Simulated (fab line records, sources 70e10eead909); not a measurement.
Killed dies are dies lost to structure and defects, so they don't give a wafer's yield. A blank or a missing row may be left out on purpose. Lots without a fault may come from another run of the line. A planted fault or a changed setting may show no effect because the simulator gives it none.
Which tool did it? | flow nand_harc | 13 lots, 39 wafers sampled, at 4 steps of a route of 1302

WHAT THE GAUGES READ, wafer by wafer
NHARC_END_SORT_01.
lot  | measured     | on        | defect_limited_yield (%) | killed_at_array | killed_at_other | killed_at_periphery | killed_dies | killed_open | killed_short
L783 | day 24 11:40 | prober-02 | 87 89 90                 | 76 74 62        | 1 1 0           | 9 2 7               | 86 77 69    | 3 3 4       | 4 4 3
L787 | day 26 10:28 | prober-02 | 95 91 91                 | 35 61 57        | 0 0 1           | 1 3 1               | 36 64 59    | 5 5 3       | 2 3 2
L791 | day 28 00:50 | prober-02 | 91 91 92                 | 53 61 50        | 1 0 0           | 4 3 1               | 58 64 51    | 1 4 1       | 3 4 3
L792 | day 28 07:16 | prober-02 | 92 90 84                 | 52 58 42        | 2 5 0           | 1 6 69              | 55 69 111   | 6 5 4       | 2 2 2
L793 | day 28 07:12 | prober-01 | 90 94 81                 | 67 40 62        | 0 0 0           | 1 1 68              | 68 41 130   | 2 1 4       | 3 3 4
L794 | day 29 06:25 | prober-02 | 92 90 92                 | 48 65 45        | 2 0 1           | 3 1 5               | 53 66 51    | 3 3 6       | 2 2 6
L799 | day 31 01:58 | prober-01 | 92 93 92                 | 53 44 45        | 1 0 2           | 1 1 4               | 55 45 51    | 3 2 2       | 2 5 3
L800 | day 31 10:31 | prober-02 | 96 95 95                 | 26 31 27        | 0 0 0           | 1 2 4               | 27 33 31    | 2 3 4       | 1 5 2
L801 | day 32 04:40 | prober-01 | 88 88 88                 | 75 73 80        | 2 4 1           | 6 4 0               | 83 81 81    | 4 0 3       | 2 1 2
L802 | day 32 04:37 | prober-02 | 93 93 94                 | 41 37 32        | 1 2 0           | 5 6 8               | 47 45 40    | 4 3 2       | 3 3 0
L803 | day 33 04:06 | prober-02 | 92 94 94                 | 48 37 38        | 4 1 0           | 1 2 2               | 53 40 40    | 4 2 3       | 2 0 5
L804 | day 33 04:02 | prober-01 | 92 91 92                 | 50 56 55        | 0 2 0           | 1 2 2               | 51 60 57    | 3 8 4       | 0 3 3
L805 | day 33 13:04 | prober-01 | 98 97 97                 | 12 15 16        | 1 2 3           | 1 2 2               | 14 19 21    | 3 5 4       | 1 2 3

WHICH TOOL RAN EACH LOT (tool, then ch and the chambers of the sampled wafers, then the start)
lot  | NHARC_P_BONDPAD_ETCH_37            | NHARC_THIN_TSV_PVD_19                   | NHARC_THIN_TSV_PVD_51
L783 | rie_diel-11 ch 2,3, day 7 00:24    | pvd_sputter-02, day 24 11:40 or earlier | pvd_sputter-02, day 24 11:40 or earlier
L787 | rie_diel-11 ch 0,3, day 8 16:25    | pvd_sputter-02, day 26 10:28 or earlier | pvd_sputter-02, day 26 10:28 or earlier
L791 | rie_diel-11 ch 0,3, day 10 09:37   | pvd_sputter-03, day 28 00:50 or earlier | pvd_sputter-03, day 28 00:50 or earlier
L792 | rie_diel-06 ch 1,2, day 11 00:56   | pvd_sputter-03, day 28 07:16 or earlier | pvd_sputter-03, day 28 07:16 or earlier
L793 | rie_diel-06 ch 1,2,3, day 11 02:00 | pvd_sputter-03, day 28 07:12 or earlier | pvd_sputter-03, day 28 07:12 or earlier
L794 | rie_diel-02 ch 0,3, day 11 11:53   | pvd_sputter-03, day 29 06:25 or earlier | pvd_sputter-03, day 29 06:25 or earlier
L799 | rie_diel-06 ch 0,2,3, day 13 14:46 | pvd_sputter-02, day 31 01:58 or earlier | pvd_sputter-02, day 31 01:58 or earlier
L800 | rie_diel-11 ch 2,3, day 13 23:44   | pvd_sputter-02, day 31 10:31 or earlier | pvd_sputter-02, day 31 10:31 or earlier
L801 | rie_diel-11 ch 0,2,3, day 14 16:36 | pvd_sputter-03, day 32 04:40 or earlier | pvd_sputter-03, day 32 04:40 or earlier
L802 | rie_diel-06 ch 0,1, day 14 22:24   | pvd_sputter-02, day 32 04:37 or earlier | pvd_sputter-02, day 32 04:37 or earlier
L803 | rie_diel-06 ch 0,2,3, day 15 09:24 | pvd_sputter-02, day 33 04:06 or earlier | pvd_sputter-02, day 33 04:06 or earlier
L804 | rie_diel-02 ch 1,2,3, day 15 21:40 | pvd_sputter-03, day 33 04:02 or earlier | pvd_sputter-03, day 33 04:02 or earlier
L805 | rie_diel-02 ch 1,3, day 16 05:01   | pvd_sputter-03, day 33 13:04 or earlier | pvd_sputter-03, day 33 13:04 or earlier
- NHARC_P_BONDPAD_ETCH_37: etches the open film in N2/H2, target depth 60 nm, overetch 18 nm, time 65.91 s.
- NHARC_THIN_TSV_PVD_19: deposits TaN, target thk 20 nm.
- NHARC_THIN_TSV_PVD_51: deposits Cu, target thk 100 nm.

WHAT THE TOOLS THEMSELVES READ (means of the sampled wafers that have a number; where no wafer has one, the mark that the record gives instead)
NHARC_P_BONDPAD_ETCH_37.
lot  | tool        | bias_w (W) | chamber_pressure_mTorr (mTorr) | drypump_motor_current_A (A) | mfc_ar_sccm (sccm) | oes_product_au (a.u.) | rf_fwd_power_W (W) | rf_vpp_V (V) | showerhead_plenum_p_Torr (Torr) | throttle_valve_pct (%)
L783 | rie_diel-11 | 149.6      | 29.952                         | 6.0                         | 0.000              | 0.999                 | 396.4              | 430.4        | 2.02                            | 14.169
L787 | rie_diel-11 | 150.6      | 29.987                         | 5.7                         | 0.000              | 0.999                 | 394.5              | 427.9        | 1.94                            | 14.174
L791 | rie_diel-11 | 150.3      | 29.983                         | 5.8                         | 0.000              | 1.007                 | 395.1              | 427.7        | 1.94                            | 14.169
L792 | rie_diel-06 | 149.9      | 29.999                         | 5.8                         | 0.000              | 1.011                 | 394.1              | 429.4        | 2.02                            | 14.165
L793 | rie_diel-06 | 150.1      | 30.009                         | 5.4                         | 0.000              | 1.007                 | 396.3              | 429.5        | 2.01                            | 14.162
L794 | rie_diel-02 | 150.3      | 30.000                         | 5.7                         | 0.027              | 1.001                 | 397.0              | 432.2        | 2.06                            | 14.169
L799 | rie_diel-06 | 149.9      | 29.996                         | 5.4                         | 0.000              | 1.004                 | 397.4              | 430.1        | 2.04                            | 14.173
L800 | rie_diel-11 | 149.7      | 30.005                         | 6.0                         | 0.000              | 1.008                 | 396.1              | 429.7        | 2.02                            | 14.173
L801 | rie_diel-11 | 150.0      | 30.007                         | 5.7                         | 0.000              | 1.006                 | 394.3              | 427.9        | 1.98                            | 14.167
L802 | rie_diel-06 | 150.0      | 30.011                         | 6.1                         | 0.000              | 0.990                 | 395.4              | 432.6        | 2.14                            | 14.177
L803 | rie_diel-06 | 149.6      | 30.001                         | 5.4                         | 0.000              | 1.001                 | 396.8              | 431.0        | 2.04                            | 14.162
L804 | rie_diel-02 | 150.4      | 30.005                         | 5.5                         | 0.015              | 0.997                 | 398.3              | 430.8        | 2.05                            | 14.158
L805 | rie_diel-02 | 150.3      | 30.012                         | 5.2                         | 0.012              | 0.997                 | 397.3              | 433.3        | 2.13                            | 14.174

NHARC_THIN_TSV_PVD_19.
lot  | tool           | throttle_valve_pct (%)
L783 | pvd_sputter-02 | 29.3
L787 | pvd_sputter-02 | 29.3
L791 | pvd_sputter-03 | 30.1
L792 | pvd_sputter-03 | 29.7
L793 | pvd_sputter-03 | 30.0
L794 | pvd_sputter-03 | 29.8
L799 | pvd_sputter-02 | 30.6
L800 | pvd_sputter-02 | 30.3
L801 | pvd_sputter-03 | 29.6
L802 | pvd_sputter-02 | 30.6
L803 | pvd_sputter-02 | 29.3
L804 | pvd_sputter-03 | 29.3
L805 | pvd_sputter-03 | 29.9

NHARC_THIN_TSV_PVD_51.
lot  | tool           | throttle_valve_pct (%)
L783 | pvd_sputter-02 | 28.6
L787 | pvd_sputter-02 | 29.8
L791 | pvd_sputter-03 | 29.6
L792 | pvd_sputter-03 | 29.8
L793 | pvd_sputter-03 | 29.9
L794 | pvd_sputter-03 | 29.4
L799 | pvd_sputter-02 | 29.6
L800 | pvd_sputter-02 | 29.7
L801 | pvd_sputter-03 | 29.2
L802 | pvd_sputter-02 | 29.3
L803 | pvd_sputter-02 | 30.3
L804 | pvd_sputter-03 | 30.2
L805 | pvd_sputter-03 | 30.7

THE ANSWER, worked out from the rows above alone
Rule: what is usual is taken from the lots themselves. Put in order of their means at a reading, lots are off if they are a third of the lots or fewer, leave a main group of 4 or more, and stand apart from it by a gap of 3 or more times the standard deviation of the main group's means; of several such gaps the widest counts. A main group whose means are all the same, to the digits that the tables above print for the reading, isn't used. A lot without any number at a reading at which 4 lots or more have one is off too. The other lots that the step has rows for count as sound. The gauges are gone through in route order, then the tools' own readings, and for those a lot's mean is taken as printed above. The first step at which some lot is off is used, and at that step the reading that is off furthest; a lot without a number counts as furthest.
Off: L792, L793, at NHARC_END_SORT_01 (killed_at_periphery). The main group: mean 2.9, standard deviation 1.6.
A tool fits if, at a process step before that reading, it ran every lot that is off, and no sound lot after the first of them. The gauges at NHARC_END_SORT_01 are tried like those tools. NHARC_THIN_TSV_PVD_19 gives no start for some lots, so the hours and the order of its lots are those of NHARC_END_SORT_01. NHARC_THIN_TSV_PVD_51 gives no start for some lots, so the hours and the order of its lots are those of NHARC_END_SORT_01. None of those tried fits.

WHAT THE SIMULATOR HAD PUT IN
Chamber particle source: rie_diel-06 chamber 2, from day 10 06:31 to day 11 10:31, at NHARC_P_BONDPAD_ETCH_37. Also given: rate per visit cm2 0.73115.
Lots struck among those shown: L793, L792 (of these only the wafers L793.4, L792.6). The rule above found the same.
